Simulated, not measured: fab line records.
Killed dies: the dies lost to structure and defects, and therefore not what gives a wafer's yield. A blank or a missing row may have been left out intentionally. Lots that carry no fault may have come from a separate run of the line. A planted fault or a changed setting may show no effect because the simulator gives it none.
Chamber matching :: flow nand_harc :: NHARC_P_BONDPAD_DEP_00 on pecvd-03 has 3 sister chambers
The step deposits SiCN, target thk 250 nm. 18 wafers are shown with their chamber, then 9 later ones without.

== WAFERS, EACH WITH ITS CHAMBER ==
wafer: L076.1
chamber: 1
heater_power_w (W): 611
susceptor_temp_C (C): 370.12

wafer: L076.2
chamber: 0
heater_power_w (W): 549
susceptor_temp_C (C): 369.85

wafer: L076.6
chamber: 0
heater_power_w (W): 562
susceptor_temp_C (C): 370.07

wafer: L079.3
chamber: 2
heater_power_w (W): 434
susceptor_temp_C (C): 370.14

wafer: L079.4
chamber: 1
heater_power_w (W): 570
susceptor_temp_C (C): 370.43

wafer: L079.5
chamber: 2
heater_power_w (W): 441
susceptor_temp_C (C): 369.87

wafer: L083.1
chamber: 2
heater_power_w (W): 497
susceptor_temp_C (C): 369.53

wafer: L083.2
chamber: 0
heater_power_w (W): 562
susceptor_temp_C (C): 369.83

wafer: L083.6
chamber: 1
heater_power_w (W): 539
susceptor_temp_C (C): 369.62

wafer: L085.1
chamber: 2
heater_power_w (W): 454
susceptor_temp_C (C): 369.42

wafer: L085.3
chamber: 0
heater_power_w (W): 608
susceptor_temp_C (C): 369.72

wafer: L085.6
chamber: 0
heater_power_w (W): 483
susceptor_temp_C (C): 370.19

wafer: L088.1
chamber: 0
heater_power_w (W): 581
susceptor_temp_C (C): 370.04

wafer: L088.5
chamber: 2
heater_power_w (W): 459
susceptor_temp_C (C): 369.88

wafer: L088.6
chamber: 1
heater_power_w (W): 616
susceptor_temp_C (C): 370.08

wafer: L090.1
chamber: 1
heater_power_w (W): 579
susceptor_temp_C (C): 369.95

wafer: L090.3
chamber: 0
heater_power_w (W): 536
susceptor_temp_C (C): 369.85

wafer: L090.6
chamber: 1
heater_power_w (W): 602
susceptor_temp_C (C): 370.00

SIGNATURES (averages over the wafers above)
reading: heater_power_w
chamber 0: 554.43
chamber 1: 586.17
chamber 2: 457.00
scatter within a chamber: 32.5

reading: susceptor_temp_C
chamber 0: 369.9357
chamber 1: 370.0333
chamber 2: 369.7680
scatter within a chamber: 0.238
Rule: distance of a wafer from a chamber = root of the sum over the readings of ((wafer's reading minus chamber's mean) / reading's scatter) squared. If the next closest chamber is less than 2 further off than the closest, the wafer can't be placed; otherwise it belongs to the closest. The scatter: the root of (the sum of the squares of (reading less its chamber's mean) over the shown wafers, divided by (wafers less chambers)).

== WAFERS WITHOUT THEIR CHAMBER ==
wafer: L089.1
heater_power_w (W): 535
susceptor_temp_C (C): 370.06

wafer: L089.4
heater_power_w (W): 622
susceptor_temp_C (C): 370.33

wafer: L089.5
heater_power_w (W): 445
susceptor_temp_C (C): 370.36

wafer: L095.1
heater_power_w (W): 496
susceptor_temp_C (C): 370.42

wafer: L095.5
heater_power_w (W): 505
susceptor_temp_C (C): 370.21

wafer: L095.6
heater_power_w (W): 606
susceptor_temp_C (C): 370.26

wafer: L096.1
heater_power_w (W): 568
susceptor_temp_C (C): 369.84

wafer: L096.3
heater_power_w (W): 496
susceptor_temp_C (C): 370.13

wafer: L096.5
heater_power_w (W): 626
susceptor_temp_C (C): 369.96

== EACH ONE'S CHAMBER ==
wafer: L089.1
from the rows above: can't be placed: 0 or 1 or 2
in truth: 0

wafer: L089.4
from the rows above: can't be placed: 1 or 0
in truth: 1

wafer: L089.5
from the rows above: can't be placed: 2 or 0
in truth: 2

wafer: L095.1
from the rows above: can't be placed: 0 or 2 or 1
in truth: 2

wafer: L095.5
from the rows above: can't be placed: 0 or 2 or 1
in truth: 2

wafer: L095.6
from the rows above: can't be placed: 1 or 0
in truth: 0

wafer: L096.1
from the rows above: can't be placed: 0 or 1
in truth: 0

wafer: L096.3
from the rows above: can't be placed: 2 or 0 or 1
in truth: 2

wafer: L096.5
from the rows above: can't be placed: 1 or 0
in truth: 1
Placed correctly: 0 of 9. Not placeable from these rows: 9 (in 9, the candidates include the true chamber). Wrongly placed: 0.
